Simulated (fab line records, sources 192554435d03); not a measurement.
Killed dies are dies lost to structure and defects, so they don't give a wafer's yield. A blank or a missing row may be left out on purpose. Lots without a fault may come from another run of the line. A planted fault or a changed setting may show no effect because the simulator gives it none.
A struck lot beside a sound one | flow n5_finfet | 27 steps out of a route of 1938
Sound: wafers L271.1, L271.4, L271.6. Struck: wafer L288.3. (L288.1, L288.2 of the same lot were not struck and are left out.) The cause comes at the end.
At each step with rows: each side's tool, then ch and its chambers, then its first start. Under that, the readings that differ: sound wafers | struck wafers | difference of the means | sigmas: that difference in standard deviations of wafers without a fault.
alike: readings whose means differ by less than 2 such deviations, and words and numbers that are the same on both sides. not compared: withheld readings, readings that some wafer has no value for, bounds like >300 that may hide the same value, and numbers for which the record gives no deviation and whose values overlap.
The two part at a step that has a row with sigmas, a row that says differs or no value, or rows on one side only. Numbers that don't overlap but have no deviation are shown without sigmas and don't part them. A reading that every wafer of one side lacks parts them only if that side has two wafers or more.

first, 9 steps without rows for these wafers: N5_BEOL_M5_COAT_05 (resist thk 30 nm); N5_BEOL_M5_EBR_07; N5_BEOL_M5_SOFTBAKE_06 (time 60 s); N5_BEOL_M5_EXPOSE_08 (exposes mask M5, target cd 28 nm); N5_BEOL_M5_PEB_09 (peb time 60 s); N5_BEOL_M5_DEVELOP_10 (develop time 30 s); N5_BEOL_M5_DESCUM_16 (chemistry O2, time 7 s); N5_BEOL_M5_ETCH_72 (etches underlayer in N2/H2, target depth 6.5 nm, time 5.2 s); N5_BEOL_M5_ETCH_61 (etches SiARC in CF4, target depth 15.6 nm, time 26 s).
N5_BEOL_M5_ETCH_62: etches SOC in N2/H2, target depth 75 nm, overetch 15 nm, time 112.5 s.
  sound on rie_diel-03 ch 0,3, day 8 12:28; struck on rie_diel-03 ch 3, day 14 02:19
  alike: drypump_motor_current_A, oes_product_au, rf_fwd_power_W, rf_vpp_V, showerhead_plenum_p_Torr, throttle_valve_pct
  not compared: rf_hours_counter_h
then, 14 steps without rows for these wafers: N5_BEOL_M5_STRIP_63 (strips in N2/H2); N5_BEOL_M5_STRIP_73 (strips in N2/H2); N5_BEOL_M5_STRIP_64 (strips in CF4); N5_BEOL_M5_HM_OPEN_17 (chemistry Cl2/BCl3, target TiN, target depth 20 nm, overetch 6 nm); N5_BEOL_M5_STRIP_19 (strips in O2); N5_BEOL_M5_COAT_65 (time 60 s, resist thk 60 nm); N5_BEOL_M5_COAT_66 (time 60 s, resist thk 12 nm); N5_BEOL_M5_COAT_74 (time 60 s, resist thk 5 nm); N5_BEOL_M5_COAT_22 (resist thk 30 nm); N5_BEOL_M5_EBR_24; N5_BEOL_M5_SOFTBAKE_23 (time 60 s); N5_BEOL_M5_EXPOSE_25 (exposes mask V4, defocus 10 nm); N5_BEOL_M5_PEB_26 (peb time 60 s); N5_BEOL_M5_DEVELOP_27 (develop time 30 s).
N5_BEOL_M5_INSPECT_30: inspects for defects (brightfield).
  sound on defect_inspect-02, day 8 13:42; struck on defect_inspect-01, day 14 04:08
  reading          | sound       | struck | difference | sigmas
  raw_defect_count | 413 411 469 | 688    | +257       | +3
then, 1 step without rows for these wafers: N5_BEOL_M5_DESCUM_33 (chemistry O2, time 7 s).
-- the record jumps here: 5 days lie between the struck wafers' starts before and after (it left off in module BEOL_M5 and takes up again in module PASSIVATION, whose first step shown is number 1936 of the route) --
N5_PASSIVATION_PROBE_49:
  the record has rows for the struck wafers here (prober-02, day 19 02:29) and none for the sound ones

WHERE THEY PART
First at N5_BEOL_M5_INSPECT_30; last, within this record, at N5_PASSIVATION_PROBE_49.

WHY: what the simulator had put in
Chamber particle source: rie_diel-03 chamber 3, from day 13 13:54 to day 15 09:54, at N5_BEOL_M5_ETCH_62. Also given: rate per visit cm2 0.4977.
